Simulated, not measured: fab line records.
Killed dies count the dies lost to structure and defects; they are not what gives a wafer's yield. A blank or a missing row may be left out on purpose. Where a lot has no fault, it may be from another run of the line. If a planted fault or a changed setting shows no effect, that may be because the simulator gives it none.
A lot that was struck, set against a sound lot ; flow n5 finfet ; 39 steps out of a route of 1938
Sound: wafers L716.2, L716.4, L716.5. Struck: wafers L715.2, L715.5, L715.6. The cause comes at the end.
Per side, at each step with rows, come the tool, then ch with its chambers, and then its first start. Under that, the readings that differ: sound wafers ; struck wafers ; difference of the means ; sigmas: that difference in standard deviations of wafers without a fault.
alike: same words and numbers on both sides, and readings whose means sit less than 2 such deviations apart. not compared: any withheld reading, any reading some wafer has no value for, any bound like >300 that may hide the same value, and any number with overlapping values for which the record gives no deviation.
Wherever a step has rows on one side only, a row that says differs or no value, or a row with sigmas, the two part there. When numbers do not overlap yet have no deviation, they are printed without sigmas and do not part them. Lack of a reading on every wafer of one side parts them only where that side has two or more wafers.

first, 11 steps without rows for these wafers: N5_FIN_SAQP_RECESS_63 (chemistry HF/NH3, target SiO2, target depth 18 nm, afs cycles 3, sublimation time 60 s); N5_FIN_SAQP_COAT_68 (time 60 s, resist thk 100 nm); N5_FIN_SAQP_ETCH_69 (etches SOC in N2/H2, stops on SiNx, target depth 150 nm); N5_FIN_SAQP_ETCH_67 (etches SiNx in CH3F/O2, target depth 30 nm); N5_FIN_SAQP_STRIP_70 (strips in N2/H2); N5_FIN_SAQP_RECESS_71 (chemistry HF/NH3, target SiO2, target depth 3 nm, afs cycles 1, sublimation time 60 s); N5_FIN_SAQP_SPACER2_ALD_28 (deposits SiO2, target thk 8.1 nm, pulse time 1 s, purge time 2 s); N5_FIN_SAQP_SPACER2_ETCHBACK_29 (etches SiO2 in CHF3/O2, target depth 12.2 nm, time 6.1 s); N5_FIN_SAQP_MANDREL2_REMOVE_60 (chemistry HBr/Cl2/O2, target a-Si, stops on SiNx, bt time 10 s); N5_FIN_SAQP_HM_OPEN_33 (chemistry CH3F/O2, target SiNx, target depth 49.4 nm, time 70.6 s); N5_FIN_SAQP_ETCH_34 (etches SiO2 in C4F6/O2, target depth 45 nm, time 15 s).
N5_FIN_SAQP_STRIP_77: strips in N2/H2, time 90 s.
  sound on rie diel-01 ch 0,3, day 4 14:21; struck on rie diel-01 ch 0,1,2, day 4 08:52
  no value came back on the struck wafers for any of 7 readings (bias power w (W), chamber pressure mTorr (mTorr) and others); on the sound wafers bias power w (W) reads 3.004 2.999 3.000
  not compared: rf hours counter h
then, 5 steps without rows for these wafers: N5_FIN_SAQP_ETCH_64 (etches SiO2 in CF4, target depth 1.5 nm); N5_FIN_SAQP_FIN_ETCH_36 (etches the open film in HBr/Cl2/O2, target depth 120 nm, time 50.4 s); N5_FIN_SAQP_PRECLEAN_38 (cleans in O3/DIW, time 45 s); N5_FIN_SAQP_PRECLEAN_45 (cleans in dHF, time 10 s); N5_FIN_SAQP_SRD_39 (time 30 s).
N5_FIN_SAQP_INSPECT_40: inspects for defects (brightfield).
  sound on defect inspect-02, day 4 14:48; struck on defect inspect-01, day 4 09:19
reading;sound;struck;difference;sigmas
raw defect count;284 242 266;771 798 856;+544;+12
then, 9 steps without rows for these wafers: N5_FIN_CUT_COAT_18 (time 60 s, resist thk 230 nm); N5_FIN_CUT_COAT_19 (time 60 s, resist thk 20 nm); N5_FIN_CUT_COAT_29 (time 60 s, resist thk 10 nm); N5_FIN_CUT_COAT_02 (resist thk 30 nm); N5_FIN_CUT_EBR_04; N5_FIN_CUT_SOFTBAKE_03 (time 60 s); N5_FIN_CUT_EXPOSE_05 (exposes mask FIN CUT); N5_FIN_CUT_PEB_06 (peb time 60 s); N5_FIN_CUT_DEVELOP_07 (develop time 30 s).
N5_FIN_CUT_INSPECT_10: inspects for defects (brightfield).
  sound on defect inspect-02, day 4 15:19; struck on defect inspect-02, day 4 09:47
reading;sound;struck;difference;sigmas
raw defect count;36 47 52;206 228 212;+170;+19
then, 8 steps without rows for these wafers: N5_FIN_CUT_DESCUM_13 (chemistry O2, time 7 s); N5_FIN_CUT_ETCH_30 (etches underlayer in N2/H2, target depth 13 nm, time 10.4 s); N5_FIN_CUT_ETCH_20 (etches SiARC in CF4, target depth 26 nm, time 43.3 s); N5_FIN_CUT_ETCH_21 (etches SOC in N2/H2, target depth 219 nm, overetch 43.8 nm, time 523.5 s); N5_FIN_CUT_STRIP_23 (strips in N2/H2); N5_FIN_CUT_STRIP_31 (strips in N2/H2); N5_FIN_CUT_STRIP_24 (strips in CF4); N5_FIN_CUT_CUT_ETCH_26 (etches SiNx in CH3F/O2, target depth 39 nm, time 55.7 s).
N5_FIN_CUT_INSPECT_17: inspects for defects (brightfield).
  sound on defect inspect-02, day 4 16:16; struck on defect inspect-02, day 4 10:44
reading;sound;struck;difference;sigmas
raw defect count;265 236 251;761 793 850;+551;+11
-- record jumps: 6 days separate the struck wafers' starts on either side; left off in module FIN_CUT, taken up again in module BEOL_M4, whose first shown step is the route's number 1111 --
N5_BEOL_M4_RC_MEAS_101:
  sound on prober-01 ch 0, day 10 20:57; struck on prober-02 ch 0, day 10 18:28
  alike: DIBL_N, DIBL_P, IOFF_N, IOFF_P, ION_N, ION_P, SS_N, SS_P, VT_N, VT_P
-- here the record skips 5 days between the struck wafers' starts before and after, leaving off in module BEOL_M4 and picking up in module PASSIVATION (first step shown: number 1936 of the route) --
N5_PASSIVATION_PROBE_49:
  rows exist in the record for the struck wafers here (prober-02, day 15 11:12), but not for the sound ones

== WHERE THEY PART ==
First at N5_FIN_SAQP_STRIP_77; last, within this record, at N5_PASSIVATION_PROBE_49.

WHY: what had been put in by the simulator
Whole step skipped at N5_FIN_SAQP_STRIP_77 on rie diel-01, starting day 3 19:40. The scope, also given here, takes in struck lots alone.
